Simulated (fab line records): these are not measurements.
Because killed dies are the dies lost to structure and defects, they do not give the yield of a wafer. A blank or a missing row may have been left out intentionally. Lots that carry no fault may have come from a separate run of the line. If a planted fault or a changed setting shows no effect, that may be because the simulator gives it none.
Struck lot and sound lot, side by side	flow nand-harc	15 out of 1159 route steps
Sound: wafers L903.1, L903.2, L903.5. Wafers struck: L908.1, L908.4, L908.5. The cause comes at the end.
At each step with rows: each side's tool, then ch and its chambers, then its first start. Under that, the readings that differ: sound wafers	struck wafers	difference of the means	sigmas: that difference in standard deviations of wafers without a fault.
alike: same words and numbers on both sides, and readings whose means sit less than 2 such deviations apart. not compared: any withheld reading, any reading some wafer has no value for, any bound like >300 that may hide the same value, and any number with overlapping values for which the record gives no deviation.
A row with sigmas, a row that says differs or no value, or rows on one side alone: a step with any of these is where the two part. Numbers that don't overlap but have no deviation are shown without sigmas and don't part them. A reading that every wafer of one side lacks parts them only if that side has two wafers or more.

first, 2 steps without rows for these wafers: NHARC_A_CONTACT_STRIP_104 (strips in CF4/CHF3); NHARC_A_CONTACT_STRIP_105 (strips in O2/COS).
NHARC_A_CONTACT_ETCH_106: etches the open film in CF4/O2, target depth 60 nm, overetch 6 nm, time 33 s.
  sound on rie-diel-04 ch 0,1,2, day 17 21:01; struck on rie-diel-01 ch 0,2,3, day 18 19:32
  alike: drypump-motor-current-A, mfc-ar-sccm, oes-product-au, rf-vpp-V, showerhead-plenum-p-Torr, throttle-valve-pct
  not compared: rf-hours-counter-h
NHARC_A_CONTACT_STRIP_82: strips in O2.
  sound on rie-diel-04 ch 1,2,3; struck on rie-diel-01 ch 0,3
  alike: drypump-motor-current-A, mfc-ar-sccm, oes-product-au, rf-vpp-V, showerhead-plenum-p-Torr, throttle-valve-pct
  not compared: rf-hours-counter-h
then, 1 step without rows for these wafers: NHARC_A_CONTACT_STRIP_83 (strips in post etch residue remover, time 600 s).
NHARC_A_CONTACT_DEP_84: deposits aC, target thk 2000 nm.
  sound on acl-dep-01 ch 0, day 17 21:41; struck on acl-dep-02 ch 0, day 18 22:13
  alike: susceptor-temp-C, throttle-valve-pct
NHARC_A_CONTACT_DEP_85: deposits SiON, target thk 50 nm.
  sound on pecvd-03 ch 0,1, day 17 22:58; struck on pecvd-02 ch 0,1,2, day 18 23:30
reading	sound	struck	difference	sigmas
susceptor-temp-C (C)	399.59 399.65 399.53	399.99 400.21 400.20	+0.54	+2
  alike: heater-power-w, showerhead-vpp-V
then, 5 steps without rows for these wafers: NHARC_A_CONTACT_DEHYDRATE_00 (time 120 s); NHARC_A_CONTACT_HMDS_01 (time 30 s); NHARC_A_CONTACT_COAT_86 (time 75 s); NHARC_A_CONTACT_COAT_87 (time 65 s); NHARC_A_CONTACT_COAT_02 (resist thk 90 nm).
NHARC_A_CONTACT_SOFTBAKE_03: time 55 s.
  sound on litho-track-01 ch 0, day 17 23:00; struck on litho-track-01 ch 0, day 18 23:00
reading	sound	struck	difference	sigmas
heater-power-total-W (W)	188.30 188.56 188.50	323.40 322.93 323.38	+134.78	+99 or more
after that, 1 step had no rows for these wafers: NHARC_A_CONTACT_EBR_04.
-- the record jumps here: 2 days lie between the struck wafers' starts before and after (it left off in module A_CONTACT and takes up again in module END, whose first step shown is number 1159 of the route) --
NHARC_END_SORT_01:
  at this point the record logs the struck wafers (prober-02 ch 0, day 21 09:14) and has no rows for the sound ones

WHERE THEY PART
Last at NHARC_END_SORT_01 as far as this record goes, first at NHARC_A_CONTACT_DEP_85.

WHY: the cause the simulator had injected
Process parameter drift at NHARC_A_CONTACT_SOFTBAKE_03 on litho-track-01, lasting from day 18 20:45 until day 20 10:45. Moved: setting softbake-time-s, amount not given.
